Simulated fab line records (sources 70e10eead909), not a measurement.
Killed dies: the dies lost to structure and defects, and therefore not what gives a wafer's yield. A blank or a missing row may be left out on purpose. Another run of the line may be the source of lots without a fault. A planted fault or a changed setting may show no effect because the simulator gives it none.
fab line records / flow nand-harc / part 2 of 2: steps 9 to 9 of 9
record lots=10 wafers=30 last-day=24
route steps=1159 shown A_ONON_D1@449 A_CHANNEL_HOLE_D1@459 END@1159
lots that met no fault: from a run of the same line without faults
start-h: hours from the record's first day to the start of the lot's first wafer shown / wait-h: hours from the lot's prior step to this one / " as in the row above / L1.1+2: one row covering several wafers at once / - value missing, or start not given / * or withheld: withheld / < > ~ a bound
route shown NAME@n: a module of which the file shows steps, and the number in the route of the first / usual: the fault-free wafers' mean and standard deviation / same: alike in all rows / chamber/n: place in a boat / sites: the reading at each site / _std_site: standard deviation across them / _edge_site: inner sites' mean taken away from outer sites' mean / radius-mm: how far each site lies from the wafer's centre / mask NAME#n: copy n / behind: the most recent tool/chamber to have shaped the wafer / hold: cause of the lot's hold/its duration in hours/its outcome / device: whichever transistor did not switch (one of n, p or np) / end of line: tests of these same wafers at the route's end / a step without rows: its recipe alone / killed: at the first sort, the dies lost to defects and structure; wafer yield is something else / map: dies across one wafer; x = killed, . = not, _ = none there
set.NAME: the setting that was run; set.NAME@STEP: the one run at that earlier step / model.NAME: the simulator's own value behind a step, which no gauge read
the route's steps for a sample of lots (tables are steps, rows are wafers)
services: from which hour (start-h, from the record's first day; less than 0 if before it) a tool's chamber was out of use, for how many hours, and why
## steps
# step NHARC_END_SORT_01
# recipe temp-c=25
# usual killed-at-array=28/10 killed-at-other=0.6/1.1 killed-at-periphery=3.6/2.6 killed-dies=32/10 killed-open=3.3/1.8 killed-short=1.9/1.4
# same gross-dies=677
lot.wafer=L972.1 tool=prober-02 chamber=0 start-h=428.64 wait-h=2.5 killed-at-array=31 killed-at-other=1 killed-at-periphery=4 killed-dies=36 killed-open=5 killed-short=0
lot.wafer=L972.5 tool=prober-02 chamber=0 start-h=431.85 wait-h=3.7 killed-at-array=34 killed-at-other=0 killed-at-periphery=2 killed-dies=36 killed-open=0 killed-short=4
lot.wafer=L972.6 tool=prober-02 chamber=0 start-h=432.65 wait-h=4.0 killed-at-array=27 killed-at-other=0 killed-at-periphery=4 killed-dies=31 killed-open=4 killed-short=2
lot.wafer=L974.4 tool=prober-02 chamber=0 start-h=443.45 wait-h=3.4 killed-at-array=28 killed-at-other=0 killed-at-periphery=3 killed-dies=31 killed-open=3 killed-short=2
lot.wafer=L974.5 tool=prober-02 chamber=0 start-h=444.25 wait-h=3.7 killed-at-array=32 killed-at-other=0 killed-at-periphery=1 killed-dies=33 killed-open=3 killed-short=3
lot.wafer=L974.6 tool=prober-02 chamber=0 start-h=445.05 wait-h=4.0 killed-at-array=30 killed-at-other=0 killed-at-periphery=1 killed-dies=31 killed-open=1 killed-short=3
lot.wafer=L975.1 tool=prober-02 chamber=0 start-h=449.36 wait-h=2.5 killed-at-array=30 killed-at-other=0 killed-at-periphery=7 killed-dies=37 killed-open=5 killed-short=2
lot.wafer=L975.4 tool=prober-02 chamber=0 start-h=451.79 wait-h=3.4 killed-at-array=21 killed-at-other=0 killed-at-periphery=3 killed-dies=24 killed-open=2 killed-short=2
lot.wafer=L975.6 tool=prober-02 chamber=0 start-h=453.41 wait-h=4.1 killed-at-array=22 killed-at-other=1 killed-at-periphery=3 killed-dies=26 killed-open=4 killed-short=2
lot.wafer=L973.1 tool=prober-01 chamber=0 start-h=456.56 wait-h=2.5 killed-at-array=14 killed-at-other=0 killed-at-periphery=3 killed-dies=17 killed-open=7 killed-short=1
lot.wafer=L973.3 tool=prober-01 chamber=0 start-h=458.16 wait-h=3.1 killed-at-array=8 killed-at-other=0 killed-at-periphery=5 killed-dies=13 killed-open=3 killed-short=1
lot.wafer=L973.6 tool=prober-01 chamber=0 start-h=460.57 wait-h=4.0 killed-at-array=24 killed-at-other=0 killed-at-periphery=1 killed-dies=25 killed-open=8 killed-short=1
lot.wafer=L980.1 tool=prober-02 chamber=0 start-h=477.52 wait-h=2.5 killed-at-array=38 killed-at-other=6 killed-at-periphery=7 killed-dies=51 killed-open=6 killed-short=0
lot.wafer=L980.4 tool=prober-02 chamber=0 start-h=479.88 wait-h=3.3 killed-at-array=41 killed-at-other=6 killed-at-periphery=1 killed-dies=48 killed-open=3 killed-short=2
lot.wafer=L980.6 tool=prober-02 chamber=0 start-h=481.45 wait-h=3.9 killed-at-array=28 killed-at-other=1 killed-at-periphery=4 killed-dies=33 killed-open=0 killed-short=1
lot.wafer=L983.1 tool=prober-01 chamber=0 start-h=534.32 wait-h=2.5 killed-at-array=12 killed-at-other=0 killed-at-periphery=5 killed-dies=17 killed-open=3 killed-short=2
lot.wafer=L983.2 tool=prober-01 chamber=0 start-h=535.12 wait-h=2.8 killed-at-array=18 killed-at-other=0 killed-at-periphery=2 killed-dies=20 killed-open=4 killed-short=4
lot.wafer=L983.3 tool=prober-01 chamber=0 start-h=535.92 wait-h=3.1 killed-at-array=18 killed-at-other=0 killed-at-periphery=4 killed-dies=22 killed-open=1 killed-short=0
lot.wafer=L989.4 tool=prober-01 chamber=0 start-h=544.55 wait-h=3.4 killed-at-array=28 killed-at-other=0 killed-at-periphery=3 killed-dies=31 killed-open=4 killed-short=3
lot.wafer=L989.5 tool=prober-01 chamber=0 start-h=545.34 wait-h=3.7 killed-at-array=34 killed-at-other=0 killed-at-periphery=1 killed-dies=35 killed-open=1 killed-short=5
lot.wafer=L989.6 tool=prober-01 chamber=0 start-h=546.13 wait-h=4.0 killed-at-array=34 killed-at-other=0 killed-at-periphery=0 killed-dies=34 killed-open=5 killed-short=1
lot.wafer=L991.2 tool=prober-01 chamber=0 start-h=555.85 wait-h=2.8 killed-at-array=55 killed-at-other=2 killed-at-periphery=1 killed-dies=58 killed-open=6 killed-short=5
lot.wafer=L991.3 tool=prober-01 chamber=0 start-h=556.65 wait-h=3.1 killed-at-array=40 killed-at-other=0 killed-at-periphery=0 killed-dies=40 killed-open=3 killed-short=1
lot.wafer=L991.4 tool=prober-01 chamber=0 start-h=557.46 wait-h=3.4 killed-at-array=44 killed-at-other=0 killed-at-periphery=1 killed-dies=45 killed-open=5 killed-short=0
lot.wafer=L993.1 tool=prober-02 chamber=0 start-h=563.44 wait-h=2.5 killed-at-array=38 killed-at-other=0 killed-at-periphery=1 killed-dies=39 killed-open=3 killed-short=1
lot.wafer=L993.3 tool=prober-02 chamber=0 start-h=565.07 wait-h=3.1 killed-at-array=34 killed-at-other=0 killed-at-periphery=2 killed-dies=36 killed-open=3 killed-short=3
lot.wafer=L993.6 tool=prober-02 chamber=0 start-h=567.51 wait-h=4.1 killed-at-array=35 killed-at-other=1 killed-at-periphery=2 killed-dies=38 killed-open=2 killed-short=2
lot.wafer=L992.1 tool=prober-01 chamber=0 start-h=565.72 wait-h=5.4 killed-at-array=30 killed-at-other=0 killed-at-periphery=0 killed-dies=30 killed-open=5 killed-short=1
lot.wafer=L992.2 tool=prober-01 chamber=0 start-h=566.53 wait-h=5.7 killed-at-array=34 killed-at-other=0 killed-at-periphery=3 killed-dies=37 killed-open=3 killed-short=7
lot.wafer=L992.5 tool=prober-01 chamber=0 start-h=568.96 wait-h=6.6 killed-at-array=26 killed-at-other=0 killed-at-periphery=1 killed-dies=27 killed-open=2 killed-short=0
# killed by level:class
L972.1 A_CHANNEL_HOLE_D1:chamber-film-flake=14 A_SLIT:chamber-film-flake=10 A_CONTACT:chamber-film-flake=3 P_ZERO_WELL:chamber-film-flake=2 P_CONTACT:geometric-particle:open=1 A_CHANNEL_FILL_D1:geometric-particle:open=1 A_CONTACT:geometric-particle:open=1 A_BLC:geometric-particle:open=1
L972.5 A_SLIT:chamber-film-flake=14 A_CHANNEL_HOLE_D1:chamber-film-flake=11 A_CONTACT:chamber-film-flake=3 A_ONON_D1:geometric-particle:short=2 A_STAIRCASE:chamber-film-flake=2 A_CHANNEL_FILL_D1:geometric-particle:short=1 A_SGD_CUT:geometric-particle:short=1 P_GATE:chamber-film-flake=1
L972.6 A_CHANNEL_HOLE_D1:chamber-film-flake=10 A_SLIT:chamber-film-flake=6 A_STAIRCASE:chamber-film-flake=4 A_WL_FILL:geometric-particle:open=2 A_CONTACT:geometric-particle:open=2 P_STI:chamber-film-flake=2 P_CONTACT:geometric-particle:short=1 A_CHANNEL_FILL_D1:geometric-particle:short=1
L974.4 A_CHANNEL_HOLE_D1:chamber-film-flake=19 A_CONTACT:geometric-particle:open=2 A_STAIRCASE:chamber-film-flake=2 A_SLIT:chamber-film-flake=2 A_CONTACT:chamber-film-flake=2 P_GATE:geometric-particle:short=1 P_M1:geometric-particle:open=1 A_CHANNEL_FILL_D1:geometric-particle:short=1
L974.5 A_CHANNEL_HOLE_D1:chamber-film-flake=18 A_STAIRCASE:chamber-film-flake=5 A_SLIT:chamber-film-flake=3 P_M0:geometric-particle:short=1 A_CHANNEL_FILL_D1:geometric-particle:short=1 A_CHANNEL_FILL_D1:geometric-particle:open=1 A_SGD_CUT:geometric-particle:open=1 A_M0:geometric-particle:open=1
L974.6 A_CHANNEL_HOLE_D1:chamber-film-flake=18 A_STAIRCASE:chamber-film-flake=4 A_CONTACT:chamber-film-flake=4 P_M0:geometric-particle:short=1 A_CHANNEL_FILL_D1:geometric-particle:short=1 A_STAIRCASE:geometric-particle:short=1 A_CONTACT:geometric-particle:open=1 A_WL_FILL:chamber-film-flake=1
L975.1 A_CHANNEL_HOLE_D1:chamber-film-flake=14 A_STAIRCASE:chamber-film-flake=6 P_GATE:geometric-particle:open=3 A_WL_FILL:chamber-film-flake=3 P_GATE:chamber-film-flake=2 A_SLIT:chamber-film-flake=2 A_CONTACT:chamber-film-flake=2 P_GATE:geometric-particle:short=1
L975.4 A_CHANNEL_HOLE_D1:chamber-film-flake=12 A_STAIRCASE:chamber-film-flake=3 P_STI:chamber-film-flake=2 A_CONTACT:chamber-film-flake=2 P_CONTACT:geometric-particle:open=1 A_CONTACT:geometric-particle:open=1 A_BLC:geometric-particle:short=1 A_M0:geometric-particle:short=1
L975.6 A_CHANNEL_HOLE_D1:chamber-film-flake=12 P_GATE:chamber-film-flake=3 A_M0:geometric-particle:open=2 A_CONTACT:chamber-film-flake=2 A_WL_FILL:geometric-particle:short=1 A_CONTACT:geometric-particle:open=1 A_BONDPAD:geometric-particle:open=1 STARTING-WAFER:geometric-particle:short=1
L973.1 A_STAIRCASE:chamber-film-flake=3 A_CONTACT:geometric-particle:open=2 A_CHANNEL_HOLE_D1:chamber-film-flake=2 P_M0:geometric-particle:open=1 A_ONON_D1:geometric-particle:open=1 A_CHANNEL_HOLE_D1:geometric-particle:short=1 A_CHANNEL_HOLE_D1:geometric-particle:open=1 A_BLC:geometric-particle:open=1
L973.3 P_STI:chamber-film-flake=3 A_STAIRCASE:chamber-film-flake=2 A_SGD_CUT:chamber-film-flake=2 P_M2:geometric-particle:open=1 A_CHANNEL_FILL_D1:geometric-particle:short=1 A_CHANNEL_FILL_D1:geometric-particle:open=1 A_CONTACT:geometric-particle:open=1 P_M1:chamber-film-flake=1
L973.6 A_ONON_D1:geometric-particle:open=4 A_CONTACT:geometric-particle:open=4 A_STAIRCASE:chamber-film-flake=4 A_WL_FILL:chamber-film-flake=4 A_CONTACT:chamber-film-flake=4 A_CHANNEL_HOLE_D1:chamber-film-flake=2 A_ONON_D1:geometric-particle:short=1 P_STI:chamber-film-flake=1
L980.1 A_STAIRCASE:chamber-film-flake=8 A_SLIT:chamber-film-flake=8 THIN_TSV:chamber-film-flake=6 A_CHANNEL_HOLE_D1:chamber-film-flake=6 A_CHANNEL_HOLE_D1:area-expose=5 P_GATE:chamber-film-flake=4 A_CONTACT:chamber-film-flake=4 A_ONON_D1:geometric-particle:open=2
L980.4 A_SLIT:chamber-film-flake=11 A_CHANNEL_HOLE_D1:chamber-film-flake=9 A_STAIRCASE:chamber-film-flake=6 THIN_TSV:chamber-film-flake=6 A_CHANNEL_HOLE_D1:area-expose=6 A_WL_FILL:chamber-film-flake=2 A_CONTACT:chamber-film-flake=2 A_ONON_D1:geometric-particle:open=1
L980.6 A_SLIT:chamber-film-flake=10 A_STAIRCASE:chamber-film-flake=8 A_CHANNEL_HOLE_D1:area-expose=5 P_GATE:chamber-film-flake=4 A_CHANNEL_HOLE_D1:chamber-film-flake=3 A_CONTACT:geometric-particle:short=1 A_CONTACT:chamber-film-flake=1 THIN_TSV:chamber-film-flake=1
L983.1 A_CHANNEL_HOLE_D1:chamber-film-flake=3 P_CONTACT:geometric-particle:open=2 A_CHANNEL_FILL_D1:chamber-film-flake=2 A_STAIRCASE:chamber-film-flake=2 A_CONTACT:chamber-film-flake=2 P_CONTACT:geometric-particle:short=1 P_M1:geometric-particle:short=1 A_M0:geometric-particle:open=1
L983.2 A_CHANNEL_HOLE_D1:chamber-film-flake=4 A_CHANNEL_HOLE_D1:geometric-particle:short=3 A_CONTACT:geometric-particle:open=2 A_SGD_CUT:chamber-film-flake=2 A_WL_FILL:chamber-film-flake=2 P_GATE:geometric-particle:short=1 A_WL_FILL:geometric-particle:open=1 A_M1:geometric-particle:open=1
L983.3 A_CHANNEL_HOLE_D1:chamber-film-flake=8 A_STAIRCASE:chamber-film-flake=4 A_CONTACT:chamber-film-flake=3 P_ZERO_WELL:chamber-film-flake=2 A_ONON_D1:geometric-particle:open=1 P_GATE:chamber-film-flake=1 P_BONDPAD:chamber-film-flake=1 A_CHANNEL_FILL_D1:chamber-film-flake=1
L989.4 A_SLIT:chamber-film-flake=13 A_STAIRCASE:chamber-film-flake=5 A_CHANNEL_HOLE_D1:chamber-film-flake=2 A_CONTACT:chamber-film-flake=2 P_STI:geometric-particle:short=1 P_M0:geometric-particle:open=1 A_SOURCE_PLATE:geometric-particle:open=1 A_SOURCE_PLATE:geometric-particle:short=1
L989.5 A_STAIRCASE:chamber-film-flake=12 A_SLIT:chamber-film-flake=9 A_CONTACT:chamber-film-flake=5 A_ONON_D1:geometric-particle:short=2 A_CONTACT:geometric-particle:short=1 A_CONTACT:geometric-particle:open=1 A_M0:geometric-particle:short=1 A_M1:geometric-particle:short=1
L989.6 A_SLIT:chamber-film-flake=11 A_CHANNEL_HOLE_D1:chamber-film-flake=6 A_STAIRCASE:chamber-film-flake=5 A_CONTACT:chamber-film-flake=5 A_CONTACT:geometric-particle:open=2 A_ONON_D1:geometric-particle:open=1 A_CHANNEL_FILL_D1:geometric-particle:short=1 A_WL_FILL:geometric-particle:open=1
L991.2 A_CHANNEL_HOLE_D1:chamber-film-flake=22 A_SLIT:chamber-film-flake=17 A_STAIRCASE:chamber-film-flake=4 A_CONTACT:geometric-particle:open=3 A_CONTACT:geometric-particle:short=2 A_SGD_CUT:geometric-particle:short=1 A_WL_FILL:geometric-particle:open=1 A_WL_FILL:geometric-particle:short=1
L991.3 A_CHANNEL_HOLE_D1:chamber-film-flake=18 A_SLIT:chamber-film-flake=8 A_STAIRCASE:chamber-film-flake=4 A_CONTACT:chamber-film-flake=4 A_ZERO_WELL:chamber-film-flake=2 A_CONTACT:geometric-particle:open=1 A_M0:geometric-particle:open=1 A_M0:geometric-particle:short=1
L991.4 A_CHANNEL_HOLE_D1:chamber-film-flake=22 A_SLIT:chamber-film-flake=12 A_STAIRCASE:chamber-film-flake=3 A_CONTACT:geometric-particle:open=2 A_CONTACT:chamber-film-flake=2 P_CONTACT:geometric-particle:open=1 A_CHANNEL_FILL_D1:geometric-particle:open=1 A_SGD_CUT:geometric-particle:open=1
L993.1 A_CHANNEL_HOLE_D1:chamber-film-flake=22 A_CONTACT:chamber-film-flake=8 A_ONON_D1:geometric-particle:open=2 A_STAIRCASE:chamber-film-flake=2 A_WL_FILL:geometric-particle:short=1 A_CONTACT:geometric-particle:open=1 P_GATE:chamber-film-flake=1 A_WL_FILL:chamber-film-flake=1
L993.3 A_CHANNEL_HOLE_D1:chamber-film-flake=19 A_ZERO_WELL:chamber-film-flake=3 A_CHANNEL_FILL_D1:chamber-film-flake=2 A_SLIT:chamber-film-flake=2 A_CONTACT:chamber-film-flake=2 P_M1:geometric-particle:open=1 A_SOURCE_PLATE:geometric-particle:open=1 A_ONON_D1:geometric-particle:short=1
L992.1 A_SLIT:chamber-film-flake=12 A_CHANNEL_HOLE_D1:chamber-film-flake=8 A_CONTACT:geometric-particle:open=3 A_ONON_D1:geometric-particle:open=2 A_CONTACT:chamber-film-flake=2 A_CONTACT:geometric-particle:short=1 A_CHANNEL_FILL_D1:chamber-film-flake=1 A_STAIRCASE:chamber-film-flake=1
L992.2 A_SLIT:chamber-film-flake=14 A_CHANNEL_HOLE_D1:chamber-film-flake=8 A_CONTACT:geometric-particle:short=3 A_WL_FILL:geometric-particle:short=2 A_M1:geometric-particle:open=2 A_CONTACT:chamber-film-flake=2 P_CONTACT:geometric-particle:short=1 A_ONON_D1:geometric-particle:short=1
L993.6 A_CHANNEL_HOLE_D1:chamber-film-flake=26 A_CONTACT:chamber-film-flake=3 P_M0:geometric-particle:open=2 A_WL_FILL:chamber-film-flake=2 A_CHANNEL_FILL_D1:geometric-particle:short=1 A_WL_FILL:geometric-particle:short=1 A_CHANNEL_FILL_D1:chamber-film-flake=1 A_STAIRCASE:chamber-film-flake=1
L992.5 A_SLIT:chamber-film-flake=15 A_CHANNEL_HOLE_D1:chamber-film-flake=4 A_STAIRCASE:chamber-film-flake=3 P_M1:geometric-particle:open=1 A_M0:geometric-particle:open=1 A_CHANNEL_FILL_D1:chamber-film-flake=1 A_SGD_CUT:chamber-film-flake=1 A_CONTACT:chamber-film-flake=1
## services
tool=rie-diel-10 chamber=2 start-h=150.35 hours=82.1 kind=repair
tool=rie-diel-02 chamber=- start-h=151.14 hours=9.0 kind=pm
tool=rie-diel-10 chamber=0 start-h=155.92 hours=- kind=clean
tool=rie-diel-10 chamber=1 start-h=155.92 hours=- kind=clean
tool=arfi-scanner-03 chamber=- start-h=168.04 hours=2.7 kind=repair
tool=rie-diel-10 chamber=- start-h=176.50 hours=9.0 kind=pm
tool=arfi-scanner-02 chamber=- start-h=176.80 hours=1.9 kind=repair
tool=arfi-scanner-03 chamber=- start-h=185.65 hours=0.8 kind=repair
tool=arfi-scanner-01 chamber=- start-h=189.57 hours=0.4 kind=repair
tool=arfi-scanner-01 chamber=- start-h=196.00 hours=4.0 kind=pm
tool=rie-diel-02 chamber=- start-h=220.75 hours=0.8 kind=repair
tool=rie-diel-08 chamber=- start-h=223.26 hours=0.2 kind=repair
tool=rie-diel-02 chamber=3 start-h=231.98 hours=1.4 kind=repair
tool=arfi-scanner-02 chamber=- start-h=237.28 hours=0.7 kind=repair
tool=arfi-scanner-02 chamber=- start-h=240.47 hours=2.4 kind=repair
tool=arfi-scanner-03 chamber=- start-h=245.50 hours=34.7 kind=repair
tool=arfi-scanner-02 chamber=- start-h=256.00 hours=4.0 kind=pm
tool=arfi-scanner-02 chamber=- start-h=264.14 hours=6.5 kind=repair
tool=xsem-02 chamber=- start-h=264.84 hours=0.1 kind=repair
tool=rie-diel-02 chamber=- start-h=265.91 hours=0.7 kind=repair
tool=arfi-scanner-03 chamber=- start-h=283.24 hours=0.9 kind=repair
tool=rie-diel-10 chamber=1 start-h=287.53 hours=16.2 kind=repair
tool=arfi-scanner-03 chamber=- start-h=298.36 hours=0.5 kind=repair
tool=arfi-scanner-03 chamber=- start-h=299.69 hours=3.4 kind=repair
